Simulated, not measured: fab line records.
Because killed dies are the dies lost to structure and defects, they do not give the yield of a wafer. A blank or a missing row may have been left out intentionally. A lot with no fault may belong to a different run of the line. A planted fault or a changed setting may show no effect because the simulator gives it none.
The same fault as seen by 2 desks -- flow nandHarc -- every desk sees just its own numbers, and what lay behind them comes last

== FOR THE TOOL OWNER'S DESK: aldHk-01 ==
The tool's own readings at NHARC_A_CHANNEL_FILL_D1_ALD_16 (deposits SiO2, target thk 1.5 nm, pulse time 10 s, ald cycles 15): means of the sampled wafers that have a number, for each lot that ran on this tool. A lot is out of limits, marked OUT, if its mean lies more than 4 standard deviations from the usual mean; the brackets give that distance.
Columns: A = heaterPowerW at NHARC_A_CHANNEL_FILL_D1_ALD_16, usual 478 W; B = precursorPulseHeightRel at NHARC_A_CHANNEL_FILL_D1_ALD_16, usual 1.000
lot,first seen here,A,B
L918,day 9 20:04,547,1.000
L929,day 15 06:25,485,1.025
Result from this desk: across the 2 lots, nothing is out of limits.

== FROM THE METROLOGY DESK ==
What the gauges read for every lot (on any tool): the sampled wafers with a number, averaged. A lot is out of limits, marked OUT, if its mean lies more than 4 standard deviations from the usual mean; the brackets give that distance.
Columns: A = overlayXNm at NHARC_A_BONDPAD_OVL_MEAS_35, usual -1 nm; B = overlayYNm at NHARC_A_BONDPAD_OVL_MEAS_35, usual -1 nm
lot,first seen here,A,B
L916,day 23 00:52,-11,-10
L917,day 23 04:26,2,-7
L918,day 23 14:47,-1,2
L919,day 24 19:14,0,3
L921,day 24 21:28,3,4
L920,day 25 01:52,2,1
L922,day 25 14:51,4,8
L924,day 26 13:32,-2,1
L929,day 28 17:00,-5,-2
L936,day 31 03:08,-5,-3
L937,day 31 17:45,0,-6
L939,day 32 00:30,-3,-6
L938,day 32 11:15,8,1
Result from this desk: across the 13 lots, nothing is out of limits.

== TAKEN TOGETHER ==
The desk of the tool owner found nothing out of limits.
From the metrology desk's view, nothing was out of limits.

== WHAT HAD BEEN PUT IN BY THE SIMULATOR ==
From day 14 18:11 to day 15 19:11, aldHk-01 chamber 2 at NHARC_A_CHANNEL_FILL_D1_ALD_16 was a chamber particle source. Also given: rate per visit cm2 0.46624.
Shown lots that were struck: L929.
